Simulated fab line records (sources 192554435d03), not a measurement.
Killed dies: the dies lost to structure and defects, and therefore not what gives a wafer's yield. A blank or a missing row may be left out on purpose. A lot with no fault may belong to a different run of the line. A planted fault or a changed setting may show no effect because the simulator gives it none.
Chamber matching :: flow n5Finfet :: rieSi-01 running N5_FIN_SAQP_MANDREL2_REMOVE_60: 4 sister chambers
The step chemistry HBr/Cl2/O2, target a-Si, stops on SiNx, bt time 10 s. 14 wafers are shown with their chamber, then 7 later ones without.

== EACH WAFER AND ITS CHAMBER ==
wafer: L074.2
chamber: 2
drypumpMotorCurrentA (A): 4.8
oesProductAu (a.u.): 1.028

wafer: L074.4
chamber: 0
drypumpMotorCurrentA (A): 6.1
oesProductAu (a.u.): 0.962

wafer: L074.6
chamber: 3
drypumpMotorCurrentA (A): 5.5
oesProductAu (a.u.): 1.003

wafer: L079.1
chamber: 0
drypumpMotorCurrentA (A): 6.0
oesProductAu (a.u.): 0.971

wafer: L079.2
chamber: 3
drypumpMotorCurrentA (A): 5.5
oesProductAu (a.u.): 1.015

wafer: L079.3
chamber: 2
drypumpMotorCurrentA (A): 4.8
oesProductAu (a.u.): 1.014

wafer: L082.3
chamber: 2
drypumpMotorCurrentA (A): 4.8
oesProductAu (a.u.): 1.020

wafer: L082.5
chamber: 1
drypumpMotorCurrentA (A): 5.7
oesProductAu (a.u.): 0.997

wafer: L082.6
chamber: 2
drypumpMotorCurrentA (A): 4.8
oesProductAu (a.u.): 1.019

wafer: L083.1
chamber: 1
drypumpMotorCurrentA (A): 5.8
oesProductAu (a.u.): 0.994

wafer: L083.3
chamber: 3
drypumpMotorCurrentA (A): 5.5
oesProductAu (a.u.): 1.013

wafer: L083.5
chamber: 2
drypumpMotorCurrentA (A): 4.8
oesProductAu (a.u.): 1.005

wafer: L094.1
chamber: 3
drypumpMotorCurrentA (A): 5.5
oesProductAu (a.u.): 1.015

wafer: L094.2
chamber: 2
drypumpMotorCurrentA (A): 4.8
oesProductAu (a.u.): 1.026

SIGNATURES (averages over the wafers above)
reading: drypumpMotorCurrentA
chamber 0: 6.050
chamber 1: 5.750
chamber 2: 4.800
chamber 3: 5.500
scatter within a chamber: 0.0316

reading: oesProductAu
chamber 0: 0.96650
chamber 1: 0.99550
chamber 2: 1.01867
chamber 3: 1.01150
scatter within a chamber: 0.00704
Rule: a wafer lies at a distance from a chamber equal to the root of the sum of squares, over the readings, of (its reading less the chamber's mean, divided by the reading's scatter). The wafer belongs to the nearest chamber; if the next one is less than 2 further off, it can't be placed. How the scatter is found: for the shown wafers, subtract from each reading the mean of its chamber, square and add these, divide the total by (wafers less chambers), then take the root.

== WAFERS WITH NO CHAMBER GIVEN ==
wafer: L094.6
drypumpMotorCurrentA (A): 4.8
oesProductAu (a.u.): 1.032

wafer: L096.1
drypumpMotorCurrentA (A): 6.1
oesProductAu (a.u.): 0.979

wafer: L096.2
drypumpMotorCurrentA (A): 5.8
oesProductAu (a.u.): 0.990

wafer: L096.4
drypumpMotorCurrentA (A): 5.5
oesProductAu (a.u.): 1.018

wafer: L097.1
drypumpMotorCurrentA (A): 4.8
oesProductAu (a.u.): 1.025

wafer: L097.2
drypumpMotorCurrentA (A): 5.7
oesProductAu (a.u.): 0.998

wafer: L097.4
drypumpMotorCurrentA (A): 5.4
oesProductAu (a.u.): 1.012

== THE CHAMBER EACH PASSED THROUGH ==
wafer: L094.6
from the rows above: 2
in truth: 2

wafer: L096.1
from the rows above: 0
in truth: 0

wafer: L096.2
from the rows above: 1
in truth: 1

wafer: L096.4
from the rows above: 3
in truth: 3

wafer: L097.1
from the rows above: 2
in truth: 2

wafer: L097.2
from the rows above: 1
in truth: 1

wafer: L097.4
from the rows above: 3
in truth: 3
Correctly placed: 7 of 7. Number that these rows cannot place: 0. Wrongly placed: 0.
